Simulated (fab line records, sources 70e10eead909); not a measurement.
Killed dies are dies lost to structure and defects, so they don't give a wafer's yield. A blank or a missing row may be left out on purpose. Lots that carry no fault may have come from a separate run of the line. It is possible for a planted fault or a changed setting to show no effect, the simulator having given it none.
Which tool is to blame? || flow nand harc || route of 1302 steps, sampled at 1 step: 7 lots, 21 wafers

== WHAT THE GAUGES READ, wafer by wafer ==
NHARC_P_CONTACT_OVL_MEAS_13.
{"lot": "L935", "measured": "day 7 00:46", "on": "overlay-01", "overlay x nm (nm)": "0.8 0.8 0.8"}
{"lot": "L938", "measured": "day 8 18:00", "on": "overlay-02", "overlay x nm (nm)": "0.0 0.0 -0.2"}
{"lot": "L940", "measured": "day 9 06:22", "on": "overlay-02", "overlay x nm (nm)": "0.3 0.0 0.0"}
{"lot": "L943", "measured": "day 10 21:51", "on": "overlay-01", "overlay x nm (nm)": "0.1 -0.2 -0.4"}
{"lot": "L948", "measured": "day 12 20:41", "on": "overlay-02", "overlay x nm (nm)": "0.6 0.8 0.7"}
{"lot": "L950", "measured": "day 13 09:26", "on": "overlay-02", "overlay x nm (nm)": "-0.1 -0.2 -0.4"}
{"lot": "L952", "measured": "day 14 13:03", "on": "overlay-01", "overlay x nm (nm)": "1.8 1.9 1.9"}

== TOOL THAT RAN EACH LOT (tool first, then ch and the chambers of the sampled wafers, then the start) ==
The record shows no process step preceding these readings.

== THE ANSWER, worked out from the rows above alone ==
Rule: what is usual is taken from the lots themselves. Put in order of their means at a reading, lots are off if they are a third of the lots or fewer, leave a main group of 4 or more, and stand apart from it by a gap of 3 or more times the standard deviation of the main group's means; of several such gaps the widest counts. If all means in a main group match to the digits the tables above print for the reading, that group is not used. Also off: a lot with no number at a reading for which 4 or more lots have one. Where the step has rows for the other lots, those lots are counted as sound.
Across all readings shown, no lot is off: no conclusion can be drawn from this.

== WHAT WAS PUT IN BY THE SIMULATOR ==
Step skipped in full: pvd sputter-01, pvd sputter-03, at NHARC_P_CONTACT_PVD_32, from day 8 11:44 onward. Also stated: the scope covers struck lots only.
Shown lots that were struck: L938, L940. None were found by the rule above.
